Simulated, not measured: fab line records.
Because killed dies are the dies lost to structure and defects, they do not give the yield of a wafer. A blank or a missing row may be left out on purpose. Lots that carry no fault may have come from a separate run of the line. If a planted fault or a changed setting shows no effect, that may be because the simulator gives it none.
fab line records	flow n5Finfet
record lots=24	wafers=72	lastDay=17
route steps=1938 shown BEOL_M1@803 BEOL_M2@859
lots that met no fault: from a run of the same line without faults
startH: the number of hours between the record's first day and the start of the first shown wafer of the lot	waitH: hours since the lot's step before	" as in the row above	L1.1+2: one row covering several wafers at once	- no value, or no start given	* or withheld: withheld	< > ~ a bound
route shown NAME@n: names a module that has steps shown in the file, with the first one's number in the route	usual: mean/standard deviation of fault-free wafers	same: alike in all rows	chamber/n: place in a boat	sites: the reading at each site	_std_site: how widely they spread, as a standard deviation	_edge_site: the outer-site mean with the inner-site mean subtracted	radiusMm: for every site, how far away it sits from the centre of the wafer	mask NAME#n: copy n	behind: the last tool/chamber to shape the wafer	hold: the reason the lot was held/the length of the hold in hours/how it ended	device: transistor that didn't switch, given as n, p or np	end of line: tests of these same wafers at the route's end	a step without rows: its recipe alone	killed: at the first sort, the dies lost to defects and structure; wafer yield is something else	map: the dies of a wafer, with x for killed, . for not killed, _ for no die there
set.NAME: the run value of the setting; set.NAME@STEP: its run value at that earlier step	model.NAME: the simulator's own value behind a step, which no gauge read
a sample of lots followed through the steps of the route, with each step as a table and each wafer as a row
services: when a tool's chamber went out of use (startH, in hours from the record's first day, below 0 if earlier), for how many hours, and the reason
## steps
# step N5_BEOL_M1_OCD_MEAS_38
# usual trenchDepthNm=55.1/0.88
lot.wafer	tool	chamber	startH	waitH	trenchDepthNm
L074.1	ocd-02	-	127.41	-	55.3
L074.2	"	-	"	"	54.0
L074.3	"	-	"	"	54.4
L075.1	ocd-01	-	133.25	-	54.1
L075.2	"	-	"	"	55.0
L075.4	"	-	"	"	54.9
L076.1	ocd-02	-	138.51	-	54.9
L076.2	"	-	"	"	55.4
L076.4	"	-	"	"	56.4
L078.1	ocd-02	-	152.10	-	56.2
L078.2	"	-	"	"	56.3
L078.3	"	-	"	"	55.4
L077.1	ocd-01	-	152.23	-	53.3
L077.5	"	-	"	"	55.8
L077.6	"	-	"	"	55.0
L079.1	ocd-02	-	163.73	-	56.2
L079.2	"	-	"	"	54.8
L079.3	"	-	"	"	55.6
L080.2	ocd-02	-	163.82	-	55.7
L080.5	"	-	"	"	56.1
L080.6	"	-	"	"	56.8
L081.1	ocd-01	-	166.51	-	55.0
L081.2	"	-	"	"	55.4
L081.6	"	-	"	"	55.5
L082.2	ocd-01	-	179.12	-	56.2
L082.5	"	-	"	"	55.4
L082.6	"	-	"	"	56.6
L083.1	ocd-01	-	182.58	-	54.5
L083.3	"	-	"	"	54.3
L083.5	"	-	"	"	55.2
L084.1	ocd-02	-	186.63	-	54.2
L084.3	"	-	"	"	55.4
L084.6	"	-	"	"	55.7
L085.3	ocd-01	-	200.24	-	54.6
L085.4	"	-	"	"	54.4
L085.5	"	-	"	"	54.6
L086.2	ocd-02	-	203.41	-	54.4
L086.5	"	-	"	"	54.1
L086.6	"	-	"	"	53.8
L087.3	ocd-02	-	206.82	-	55.0
L087.5	"	-	"	"	54.7
L087.6	"	-	"	"	55.5
L088.1	ocd-01	-	209.38	-	55.3
L088.3	"	-	"	"	55.1
L088.4	"	-	"	"	53.9
L089.1	ocd-01	-	218.78	-	53.9
L089.3	"	-	"	"	55.0
L089.6	"	-	"	"	55.6
L091.1	ocd-01	-	225.85	-	56.2
L091.5	"	-	"	"	55.1
L091.6	"	-	"	"	55.0
L090.1	ocd-01	-	229.20	-	55.8
L090.3	"	-	"	"	54.9
L090.5	"	-	"	"	54.7
L092.1	ocd-02	-	240.67	-	54.5
L092.2	"	-	"	"	54.3
L092.3	"	-	"	"	54.6
L093.1	ocd-01	-	243.63	-	52.9
L093.2	"	-	"	"	55.0
L093.4	"	-	"	"	54.4
L094.2	ocd-02	-	248.60	-	54.8
L094.4	"	-	"	"	55.8
L094.6	"	-	"	"	54.8
L095.1	ocd-01	-	256.68	-	55.1
L095.4	"	-	"	"	56.0
L095.6	"	-	"	"	55.6
L096.2	ocd-01	-	260.25	-	56.4
L096.4	"	-	"	"	55.0
L096.6	"	-	"	"	56.3
L097.3	ocd-02	-	261.85	-	54.5
L097.4	"	-	"	"	55.2
L097.5	"	-	"	"	56.2
# step N5_BEOL_M1_CD_MEAS_35
# recipe targetCdNm=18	targetCdYNm=21	polarity=opening
# usual cdNm=18.0/0.32
lot.wafer	tool	chamber	startH	waitH	cdNm
L074.1	cdSem-03	-	127.57	0.0	18.0
L074.2	"	-	"	"	18.3
L074.3	"	-	"	"	17.6
L075.1	cdSem-02	-	133.40	0.0	18.4
L075.2	"	-	"	"	18.4
L075.4	"	-	"	"	18.3
L076.1	cdSem-02	-	138.67	0.0	18.2
L076.2	"	-	"	"	18.5
L076.4	"	-	"	"	17.6
L078.1	cdSem-02	-	152.26	0.0	18.1
L078.2	"	-	"	"	17.5
L078.3	"	-	"	"	17.9
L077.1	cdSem-02	-	152.38	0.0	17.8
L077.5	"	-	"	"	17.9
L077.6	"	-	"	"	18.3
L079.1	cdSem-03	-	163.88	0.0	17.6
L079.2	"	-	"	"	17.8
L079.3	"	-	"	"	18.0
L080.2	cdSem-02	-	163.97	0.0	17.9
L080.5	"	-	"	"	18.2
L080.6	"	-	"	"	17.8
L081.1	cdSem-01	-	166.67	0.0	18.8
L081.2	"	-	"	"	18.4
L081.6	"	-	"	"	18.7
L082.2	cdSem-01	-	179.28	0.0	17.6
L082.5	"	-	"	"	18.1
L082.6	"	-	"	"	17.9
L083.1	cdSem-03	-	182.73	0.0	18.1
L083.3	"	-	"	"	18.3
L083.5	"	-	"	"	18.5
L084.1	cdSem-02	-	186.78	0.0	17.8
L084.3	"	-	"	"	17.4
L084.6	"	-	"	"	17.7
L085.3	cdSem-03	-	200.39	0.0	17.8
L085.4	"	-	"	"	17.7
L085.5	"	-	"	"	17.8
L086.2	cdSem-02	-	203.56	0.0	17.5
L086.5	"	-	"	"	17.4
L086.6	"	-	"	"	18.0
L087.3	cdSem-03	-	206.98	0.0	17.8
L087.5	"	-	"	"	18.0
L087.6	"	-	"	"	17.6
L088.1	cdSem-02	-	209.53	0.0	17.5
L088.3	"	-	"	"	17.5
L088.4	"	-	"	"	18.1
L089.1	cdSem-02	-	218.93	0.0	18.0
L089.3	"	-	"	"	17.8
L089.6	"	-	"	"	17.5
L091.1	cdSem-03	-	226.01	0.0	18.1
L091.5	"	-	"	"	18.2
L091.6	"	-	"	"	18.4
L090.1	cdSem-03	-	229.35	0.0	18.1
L090.3	"	-	"	"	17.7
L090.5	"	-	"	"	17.5
L092.1	cdSem-03	-	240.82	0.0	17.8
L092.2	"	-	"	"	18.6
L092.3	"	-	"	"	18.2
L093.1	cdSem-01	-	243.88	0.0	18.2
L093.2	"	-	"	"	18.0
L093.4	"	-	"	"	18.6
L094.2	cdSem-03	-	248.75	0.0	18.4
L094.4	"	-	"	"	18.0
L094.6	"	-	"	"	17.9
L095.1	cdSem-03	-	256.84	0.0	18.3
L095.4	"	-	"	"	18.0
L095.6	"	-	"	"	18.6
L096.2	cdSem-01	-	260.40	0.0	18.1
L096.4	"	-	"	"	18.2
L096.6	"	-	"	"	17.7
L097.3	cdSem-03	-	262.01	0.0	17.8
L097.4	"	-	"	"	18.1
L097.5	"	-	"	"	17.8
# step N5_BEOL_M1_SPUTTER_86
# recipe material=Cu	targetThkA=45	tempC=-20	chamberPressurePa=0.07	powerW=withheld	timeS=8.29
# usual throttleValvePct=29.9/1.1
lot.wafer	tool	chamber	startH	waitH	throttleValvePct
L074.1	pvdSputter-02	-	130.90	0.1	28.9
L074.2	"	-	"	"	30.6
L074.3	"	-	"	"	31.7
L075.1	pvdSputter-01	-	138.56	2.1	29.9
L075.2	"	-	"	"	29.7
L075.4	"	-	"	"	30.8
L076.1	pvdSputter-01	-	140.52	0.1	30.4
L076.2	"	-	"	"	29.6
L076.4	"	-	"	"	29.9
L078.1	pvdSputter-03	-	153.82	0.1	31.2
L078.2	"	-	"	"	28.1
L078.3	"	-	"	"	28.9
L077.1	pvdSputter-02	-	154.23	0.1	28.3
L077.5	"	-	"	"	32.0
L077.6	"	-	"	"	28.9
L079.1	pvdSputter-03	-	165.56	0.1	29.8
L079.2	"	-	"	"	31.1
L079.3	"	-	"	"	28.4
L080.2	pvdSputter-01	-	166.36	0.1	30.9
L080.5	"	-	"	"	29.8
L080.6	"	-	"	"	29.6
L081.1	pvdSputter-01	-	168.68	0.1	30.0
L081.2	"	-	"	"	30.6
L081.6	"	-	"	"	30.9
L082.2	pvdSputter-03	-	181.24	0.1	30.0
L082.5	"	-	"	"	28.7
L082.6	"	-	"	"	29.7
L083.1	pvdSputter-01	-	184.55	0.1	30.0
L083.3	"	-	"	"	30.5
L083.5	"	-	"	"	30.7
L084.1	pvdSputter-01	-	190.23	0.1	29.6
L084.3	"	-	"	"	30.7
L084.6	"	-	"	"	29.4
L085.3	pvdSputter-03	-	201.95	0.1	28.2
L085.4	"	-	"	"	31.5
L085.5	"	-	"	"	28.1
L086.2	pvdSputter-02	-	205.23	0.1	28.8
L086.5	"	-	"	"	30.5
L086.6	"	-	"	"	31.6
L087.3	pvdSputter-03	-	208.47	0.1	31.7
L087.5	"	-	"	"	28.5
L087.6	"	-	"	"	29.9
L088.1	pvdSputter-03	-	210.80	0.1	30.0
L088.3	"	-	"	"	28.8
L088.4	"	-	"	"	31.3
L089.1	pvdSputter-03	-	220.88	0.1	28.6
L089.3	"	-	"	"	31.4
L089.6	"	-	"	"	28.1
L091.1	pvdSputter-02	-	227.83	0.1	30.5
L091.5	"	-	"	"	30.6
L091.6	"	-	"	"	31.7
L090.1	pvdSputter-02	-	231.03	0.1	30.5
L090.3	"	-	"	"	31.7
L090.5	"	-	"	"	30.5
L092.1	pvdSputter-03	-	242.75	0.1	29.8
L092.2	"	-	"	"	28.9
L092.3	"	-	"	"	28.3
L093.1	pvdSputter-01	-	245.91	0.1	30.7
L093.2	"	-	"	"	30.1
L093.4	"	-	"	"	29.6
L094.2	pvdSputter-02	-	250.13	0.1	28.9
L094.4	"	-	"	"	29.0
L094.6	"	-	"	"	29.0
L095.1	pvdSputter-03	-	258.79	0.1	31.4
L095.4	"	-	"	"	27.9
L095.6	"	-	"	"	28.1
L096.2	pvdSputter-01	-	262.57	0.1	29.9
L096.4	"	-	"	"	31.0
L096.6	"	-	"	"	30.0
L097.3	pvdSputter-01	-	265.87	0.1	30.6
L097.4	"	-	"	"	29.8
L097.5	"	-	"	"	30.7
# step N5_BEOL_M1_ANNEAL_93
# recipe tempC=400	timeS=240	ambient=vacuum
# usual heaterPowerW=873/120
lot.wafer	tool	chamber	startH	waitH	heaterPowerW
L074.1	pvdSputter-02	-	131.64	0.0	765
L074.2	"	-	"	"	953
L074.3	"	-	"	"	874
L075.1	pvdSputter-01	-	139.33	0.0	886
L075.2	"	-	"	"	757
L075.4	"	-	"	"	786
L076.1	pvdSputter-01	-	141.32	0.0	915
L076.2	"	-	"	"	733
L076.4	"	-	"	"	857
L078.1	pvdSputter-03	-	154.56	0.0	774
L078.2	"	-	"	"	875
L078.3	"	-	"	"	720
L077.1	pvdSputter-02	-	154.97	0.0	894
L077.5	"	-	"	"	845
L077.6	"	-	"	"	758
L079.1	pvdSputter-03	-	166.30	0.0	1139
L079.2	"	-	"	"	769
L079.3	"	-	"	"	880
L080.2	pvdSputter-01	-	167.16	0.0	792
L080.5	"	-	"	"	859
L080.6	"	-	"	"	736
L081.1	pvdSputter-01	-	169.48	0.0	870
L081.2	"	-	"	"	912
L081.6	"	-	"	"	814
L082.2	pvdSputter-03	-	181.98	0.0	1149
L082.5	"	-	"	"	731
L082.6	"	-	"	"	1143
L083.1	pvdSputter-01	-	185.29	0.0	870
L083.3	"	-	"	"	950
L083.5	"	-	"	"	917
L084.1	pvdSputter-01	-	190.97	0.0	742
L084.3	"	-	"	"	806
L084.6	"	-	"	"	738
L085.3	pvdSputter-03	-	202.69	0.0	891
L085.4	"	-	"	"	779
L085.5	"	-	"	"	867
L086.2	pvdSputter-02	-	205.97	0.0	767
L086.5	"	-	"	"	944
L086.6	"	-	"	"	851
L087.3	pvdSputter-03	-	209.21	0.0	786
L087.5	"	-	"	"	718
L087.6	"	-	"	"	1187
L088.1	pvdSputter-03	-	211.54	0.0	1180
L088.3	"	-	"	"	744
L088.4	"	-	"	"	801
L089.1	pvdSputter-03	-	221.62	0.0	729
L089.3	"	-	"	"	782
L089.6	"	-	"	"	883
L091.1	pvdSputter-02	-	228.57	0.0	944
L091.5	"	-	"	"	953
L091.6	"	-	"	"	871
L090.1	pvdSputter-02	-	231.77	0.0	957
L090.3	"	-	"	"	853
L090.5	"	-	"	"	940
L092.1	pvdSputter-03	-	243.49	0.0	1142
L092.2	"	-	"	"	731
L092.3	"	-	"	"	894
L093.1	pvdSputter-01	-	246.65	0.0	796
L093.2	"	-	"	"	876
L093.4	"	-	"	"	746
L094.2	pvdSputter-02	-	250.87	0.0	893
L094.4	"	-	"	"	782
L094.6	"	-	"	"	752
L095.1	pvdSputter-03	-	259.53	0.0	792
L095.4	"	-	"	"	882
L095.6	"	-	"	"	905
L096.2	pvdSputter-01	-	263.31	0.0	867
L096.4	"	-	"	"	798
L096.6	"	-	"	"	856
L097.3	pvdSputter-01	-	266.61	0.0	941
L097.4	"	-	"	"	880
L097.5	"	-	"	"	950
# step N5_BEOL_M1_PRE_CLEAN_60
# recipe gas=NH3/H2	timeS=15	tempC=*	rfPowerW=300
# usual heaterPowerW=79/16
lot.wafer	tool	chamber	startH	waitH	heaterPowerW
L074.1	cvdCo-02	2	132.82	0.0	83
L074.2	"	0	"	"	75
L074.3	"	0	"	"	72
L075.1	cvdCo-01	1	140.75	0.0	111
L075.2	"	2	"	"	72
L075.4	"	0	"	"	75
L076.1	cvdCo-01	2	142.54	0.0	71
L076.2	"	1	"	"	114
L076.4	"	0	"	"	73
L078.1	cvdCo-02	0	155.75	0.0	75
L078.2	"	2	"	"	78
L078.3	"	1	"	"	58
L077.1	cvdCo-02	1	156.15	0.0	59
L077.5	"	2	"	"	83
L077.6	"	1	"	"	60
L079.1	cvdCo-02	2	167.49	0.0	80
L079.2	"	0	"	"	74
L079.3	"	1	"	"	58
L080.2	cvdCo-02	0	168.68	0.3	75
L080.5	"	1	"	"	59
L080.6	"	0	"	"	75
L081.1	cvdCo-01	0	170.76	0.0	75
L081.2	"	1	"	"	110
L081.6	"	2	"	"	75
L082.2	cvdCo-02	2	183.17	0.0	82
L082.5	"	1	"	"	60
L082.6	"	2	"	"	82
L083.1	cvdCo-01	1	186.48	0.0	114
L083.3	"	2	"	"	73
L083.5	"	1	"	"	111
L084.1	cvdCo-01	0	192.29	0.2	76
L084.3	"	2	"	"	70
L084.6	"	0	"	"	73
L085.3	cvdCo-01	0	203.87	0.0	74
L085.4	"	0	"	"	75
L085.5	"	2	"	"	73
L086.2	cvdCo-01	1	207.15	0.0	114
L086.5	"	1	"	"	111
L086.6	"	2	"	"	72
L087.3	cvdCo-01	1	210.41	0.0	115
L087.5	"	0	"	"	73
L087.6	"	2	"	"	74
L088.1	cvdCo-02	2	212.78	0.0	82
L088.3	"	1	"	"	60
L088.4	"	1	"	"	61
L089.1	cvdCo-01	0	222.82	0.0	75
L089.3	"	1	"	"	118
L089.6	"	2	"	"	73
L091.1	cvdCo-02	1	229.76	0.0	58
L091.5	"	0	"	"	75
L091.6	"	1	"	"	60
L090.1	cvdCo-02	1	232.95	0.0	60
L090.3	"	0	"	"	76
L090.5	"	0	"	"	76
L092.1	cvdCo-01	0	244.85	0.2	76
L092.2	"	2	"	"	72
L092.3	"	1	"	"	112
L093.1	cvdCo-02	2	247.84	0.0	83
L093.2	"	1	"	"	60
L093.4	"	2	"	"	82
L094.2	cvdCo-02	0	252.09	0.0	77
L094.4	"	0	"	"	75
L094.6	"	2	"	"	82
L095.1	cvdCo-02	0	260.71	0.0	75
L095.4	"	2	"	"	81
L095.6	"	1	"	"	59
L096.2	cvdCo-02	0	264.49	0.0	75
L096.4	"	1	"	"	60
L096.6	"	2	"	"	83
L097.3	cvdCo-01	1	267.89	0.0	110
L097.4	"	2	"	"	72
L097.5	"	1	"	"	113
# step N5_BEOL_M2_ETCH_63
# recipe chemistry=CF4	target=SiARC	targetDepthA=156	maskMaterial=CAR-EUV	timeS=26	ionEnergyEv=80	pressureMtorr=40	sourceW=545	biasW=36	Ar_flow_sccm=100	cf4FlowSccm=100	ends=cleared
# usual drypumpMotorCurrentA=5.6/0.45	etchRfOnTimeS=25.9/0.37	oesProductAu=0.68/0.082	rfVppV=184.1/1.2	showerheadPlenumPTorr=2.14/0.061	throttleValvePct=15.61/0.19
lot.wafer	tool	chamber	startH	waitH	drypumpMotorCurrentA	etchRfOnTimeS	oesProductAu	rfHoursCounterH	rfVppV	showerheadPlenumPTorr	throttleValvePct
L074.1	rieDiel-04	1	135.75	0.0	5.6	26.4	0.61	198	182.5	2.12	15.59
L074.2	"	3	"	"	5.6	25.5	0.64	171	182.5	2.05	15.40
L074.3	"	0	"	"	5.6	26.0	0.60	224	184.8	2.12	16.01
L075.1	rieDiel-04	3	143.27	0.0	5.6	25.4	0.65	175	182.1	2.05	15.42
L075.2	"	0	"	"	5.6	26.0	0.59	227	183.3	2.12	16.03
L075.4	"	1	"	"	5.6	26.1	0.61	-	183.0	2.12	15.58
L076.1	rieDiel-04	0	144.28	0.0	5.6	26.3	0.60	228	182.2	2.12	16.04
L076.2	"	1	"	"	5.6	26.5	0.60	202	184.0	2.12	15.60
L076.4	"	1	"	"	5.6	26.3	0.60	-	184.4	2.12	15.60
L078.1	rieDiel-06	1	157.72	0.0	5.3	26.0	0.59	222	184.1	2.12	15.70
L078.2	"	0	"	"	5.5	26.0	0.65	133	185.1	2.23	15.74
L078.3	"	3	"	"	6.8	25.9	0.64	164	184.9	2.21	15.68
L077.1	rieDiel-04	2	158.05	0.0	6.5	25.6	0.85	2	186.2	2.28	15.45
L077.5	"	1	"	"	5.6	26.4	0.60	-	184.6	2.12	15.61
L077.6	"	0	"	"	5.6	26.1	0.60	-	182.5	2.12	16.07
L079.1	rieDiel-01	2	169.19	0.0	5.5	26.2	0.62	173	183.9	2.14	15.51
L079.2	"	1	"	"	4.9	25.7	0.78	20	183.0	2.10	15.25
L079.3	"	3	"	"	5.8	26.0	0.77	29	185.7	2.18	15.42
L080.2	rieDiel-04	0	171.13	0.0	5.6	26.0	0.59	238	184.4	2.12	16.05
L080.5	"	0	"	"	5.6	26.2	0.59	-	184.6	2.12	16.04
L080.6	"	3	"	"	5.6	25.6	0.64	-	183.5	2.05	15.45
L081.1	rieDiel-06	3	172.48	0.0	6.8	26.0	0.64	170	185.5	2.21	15.68
L081.2	"	1	"	"	5.3	26.1	0.60	228	183.3	2.11	15.73
L081.6	"	0	"	"	5.5	26.1	0.64	-	184.6	2.23	15.76
L082.2	rieDiel-04	3	184.31	0.0	5.6	25.7	0.64	189	183.9	2.05	15.44
L082.5	"	1	"	"	5.6	26.6	0.59	-	183.0	2.12	15.63
L082.6	"	0	"	"	5.6	26.0	0.60	-	182.9	2.12	16.04
L083.1	rieDiel-06	1	188.08	0.0	5.4	26.3	0.59	234	184.6	2.11	15.73
L083.3	"	0	"	"	5.5	26.1	0.64	144	185.4	2.23	15.76
L083.5	"	1	"	"	5.3	26.1	0.59	-	183.1	2.11	15.73
L084.1	rieDiel-01	0	194.87	0.0	5.4	25.1	0.80	17	186.2	2.19	15.70
L084.3	"	1	"	"	4.8	25.3	0.78	30	182.8	2.10	15.28
L084.6	"	3	"	"	5.8	25.7	0.76	-	183.5	2.17	15.44
L085.3	rieDiel-01	0	207.34	0.0	5.3	25.4	0.79	20	183.7	2.19	15.72
L085.4	"	1	"	"	4.9	25.7	0.77	33	182.5	2.10	15.29
L085.5	"	2	"	"	5.5	26.0	0.61	-	184.1	2.13	15.55
L086.2	rieDiel-01	3	208.20	0.0	5.8	26.4	0.74	42	185.2	2.17	15.45
L086.5	"	2	"	"	5.5	26.3	0.61	-	184.5	2.13	15.56
L086.6	"	3	"	"	5.8	26.1	0.75	-	183.4	2.17	15.45
L087.3	rieDiel-01	3	213.77	0.0	5.8	25.7	0.76	44	185.9	2.17	15.46
L087.5	"	2	"	"	5.5	26.0	0.61	-	185.1	2.13	15.56
L087.6	"	3	"	"	5.8	25.9	0.75	-	185.5	2.17	15.46
L088.1	rieDiel-01	3	214.40	0.0	5.8	26.0	0.75	44	184.8	2.17	15.45
L088.3	"	2	"	"	5.5	26.3	0.61	190	183.7	2.13	15.55
L088.4	"	1	"	"	4.9	25.6	0.76	36	183.4	2.10	15.30
L089.1	rieDiel-06	2	226.88	0.0	5.4	26.0	0.78	21	183.3	2.10	15.44
L089.3	"	0	"	"	5.5	26.2	0.63	157	183.9	2.22	15.79
L089.6	"	3	"	"	6.8	25.9	0.63	-	183.4	2.21	15.71
L091.1	rieDiel-04	2	230.84	0.0	6.5	25.9	0.77	31	185.3	2.27	15.50
L091.5	"	1	"	"	5.6	26.5	0.58	-	185.0	2.11	15.65
L091.6	"	0	"	"	5.6	25.6	0.82	-	183.6	2.11	15.58
L090.1	rieDiel-01	0	234.32	0.0	5.3	25.2	0.78	29	184.9	2.19	15.73
L090.3	"	3	"	"	5.7	25.9	0.74	51	183.9	2.17	15.45
L090.5	"	3	"	"	5.8	25.7	0.75	-	185.3	2.17	15.48
L092.1	rieDiel-01	1	248.09	0.0	4.8	25.8	0.74	49	183.0	2.09	15.31
L092.2	"	2	"	"	5.5	26.0	0.60	203	184.0	2.13	15.58
L092.3	"	3	"	"	5.8	25.9	0.74	57	186.2	2.17	15.48
L093.1	rieDiel-04	1	249.24	0.0	5.6	26.5	0.58	237	183.6	2.11	15.66
L093.2	"	2	"	"	6.5	25.6	0.76	37	186.6	2.27	15.54
L093.4	"	3	"	"	5.6	25.6	0.62	217	182.4	2.04	15.52
L094.2	rieDiel-06	3	253.36	0.0	6.8	26.3	0.61	197	185.6	2.20	15.73
L094.4	"	3	"	"	6.7	26.2	0.62	-	182.9	2.20	15.74
L094.6	"	2	"	"	5.4	25.9	0.76	-	184.4	2.10	15.44
L095.1	rieDiel-06	0	262.06	0.0	5.5	26.6	0.62	171	185.0	2.22	15.83
L095.4	"	2	"	"	5.4	26.1	0.75	-	183.8	2.10	15.46
L095.6	"	3	"	"	6.8	26.4	0.61	-	184.5	2.20	15.77
L096.2	rieDiel-04	2	267.42	0.0	6.5	26.0	0.74	44	185.7	2.26	15.53
L096.4	"	3	"	"	5.7	25.3	0.62	-	182.1	2.03	15.51
L096.6	"	2	"	"	6.5	25.9	0.76	-	184.5	2.26	15.53
L097.3	rieDiel-04	1	270.71	0.0	5.6	26.7	0.57	245	184.5	2.11	15.69
L097.4	"	2	"	"	6.5	25.9	0.75	-	187.3	2.26	15.54
L097.5	"	1	"	"	5.6	26.6	0.57	-	182.7	2.11	15.68
## services
tool	chamber	startH	hours	kind
rieDiel-01	1	107.44	-	clean
rieDiel-01	1	107.44	-	consumableReplace:focusRing
rieDiel-01	1	107.44	16.2	scheduledDown
rieDiel-01	1	107.44	16.2	ventCycle
cvdCo-02	0	110.36	13.9	repair
pvdSputter-03	-	111.29	1.9	repair
rieDiel-06	0	118.56	6.0	repair
cvdCo-02	1	124.28	-	clean
cvdCo-02	1	124.28	22.0	scheduledDown
cvdCo-02	1	124.28	22.0	ventCycle
rieDiel-04	2	135.03	-	clean
rieDiel-04	2	135.03	-	consumableReplace:focusRing
rieDiel-04	2	135.03	-	consumableReplace:showerhead
rieDiel-04	2	135.03	19.1	scheduledDown
rieDiel-04	2	135.03	19.1	ventCycle
rieDiel-04	0	204.28	-	clean
rieDiel-04	0	204.28	-	consumableReplace:focusRing
rieDiel-04	0	204.28	17.3	scheduledDown
rieDiel-04	0	204.28	17.3	ventCycle
cvdCo-02	-	209.17	1.3	repair
rieDiel-04	1	217.32	5.2	repair
rieDiel-06	1	242.35	55.8	repair
cvdCo-01	-	247.06	14.6	pm
rieDiel-04	0	265.68	8.2	repair
## key
fault none
